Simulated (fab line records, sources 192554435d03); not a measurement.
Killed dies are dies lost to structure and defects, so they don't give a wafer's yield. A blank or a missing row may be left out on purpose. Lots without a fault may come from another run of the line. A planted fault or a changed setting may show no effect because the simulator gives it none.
Chamber matching | flow n5_finfet | N5_HKMG_FIN_ALD_75 on ald_hk-01: 4 sister chambers
The step deposits Al2O3, target thk 1 nm, co reactant pulse time 1 s. 14 wafers are shown with their chamber, then 7 later ones without.

WAFERS WITH THEIR CHAMBER
wafer  | chamber | heater_power_w (W) | precursor_pulse_height_rel
L074.2 | 0       | 138                | 0.989
L074.3 | 1       | 119                | 1.003
L074.4 | 3       | 180                | 0.999
L080.2 | 2       | 145                | 0.994
L080.5 | 3       | 173                | 1.007
L080.6 | 0       | 138                | 1.036
L083.2 | 3       | 173                | 0.973
L083.5 | 2       | 146                | 1.023
L083.6 | 3       | 178                | 0.993
L088.2 | 2       | 148                | 0.981
L088.3 | 3       | 178                | 0.997
L088.5 | 3       | 177                | 0.968
L093.1 | 3       | 177                | 1.012
L093.4 | 0       | 144                | 1.024

SIGNATURES (means of the wafers above)
reading                    | chamber 0 | chamber 1 | chamber 2 | chamber 3 | scatter within a chamber
heater_power_w             | 140.00    | 119.00    | 146.33    | 176.57    | 2.65
precursor_pulse_height_rel | 1.01633   | 1.00300   | 0.99933   | 0.99271   | 0.0194
Rule: a wafer's distance from a chamber is the root of the sum, over the readings, of the square of ((its reading less the chamber's mean) divided by the reading's scatter). The wafer belongs to the nearest chamber; if the next one is less than 2 further off, it can't be placed. The scatter: the root of (the sum of the squares of (reading less its chamber's mean) over the shown wafers, divided by (wafers less chambers)).

WAFERS WITHOUT THEIR CHAMBER
wafer  | heater_power_w (W) | precursor_pulse_height_rel
L093.6 | 118                | 1.003
L095.1 | 141                | 0.991
L095.2 | 180                | 0.952
L095.3 | 152                | 1.043
L097.1 | 140                | 0.994
L097.3 | 147                | 1.022
L097.6 | 149                | 0.994

WHICH CHAMBER EACH WENT THROUGH
wafer  | from the rows above     | in truth
L093.6 | 1                       | 1
L095.1 | can't be placed: 0 or 2 | 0
L095.2 | 3                       | 3
L095.3 | can't be placed: 2 or 0 | 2
L097.1 | can't be placed: 0 or 2 | 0
L097.3 | can't be placed: 2 or 0 | 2
L097.6 | 2                       | 2
Placed correctly: 3 of 7. Can't be placed from these rows: 4 (the true chamber is among the candidates in 4). Placed wrongly: 0.
